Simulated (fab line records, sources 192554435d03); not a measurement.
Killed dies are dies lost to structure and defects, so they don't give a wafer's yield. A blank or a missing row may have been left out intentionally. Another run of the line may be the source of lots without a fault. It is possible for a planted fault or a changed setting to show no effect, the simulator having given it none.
Chamber matching | flow n5-finfet | N5_GATE_CUT_CMP_43 on cmp-03: 4 sister chambers
The step polishes SiO2. 8 wafers are shown with their chamber, then 8 later ones without.

WAFERS WITH THEIR CHAMBER
wafer  | chamber | motor-current-A (A)
L078.6 | 1       | 13.2
L079.6 | 1       | 12.4
L085.4 | 2       | 14.9
L085.6 | 3       | 11.7
L089.1 | 3       | 12.4
L089.3 | 0       | 12.3
L089.4 | 2       | 14.7
L091.3 | 0       | 12.1

WAFERS MISSING THEIR CHAMBER
wafer  | motor-current-A (A)
L091.4 | 12.3
L091.6 | 13.8
L092.2 | 13.1
L092.4 | 12.9
L092.6 | 14.9
L096.2 | 15.0
L096.3 | 12.2
L096.5 | 14.4

EACH ONE'S CHAMBER
wafer  | from the rows above               | in truth
L091.4 | can't be placed: 0 or 3 or 1      | 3
L091.6 | can't be placed: 1 or 2 or 0 or 3 | 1
L092.2 | can't be placed: 1 or 0 or 3      | 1
L092.4 | can't be placed: 1 or 0 or 3      | 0
L092.6 | 2                                 | 2
L096.2 | 2                                 | 2
L096.3 | can't be placed: 0 or 3 or 1      | 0
L096.5 | 2                                 | 2
3 of 8 placed correctly. Not placeable from these rows: 5 (in 5, the candidates include the true chamber). Number placed wrongly: 0.
How it was worked out, from the rows above alone: a wafer's distance from a chamber is the root of the sum, over the readings, of the square of ((its reading less the chamber's mean) divided by the reading's scatter). The wafer belongs to the nearest chamber; if the next one is less than 2 further off, it can't be placed. Each chamber's mean is taken over the wafers shown for it. The scatter is the square root of a quotient: the sum, over the shown wafers, of each reading's squared deviation from its chamber's mean, divided by wafers minus chambers.
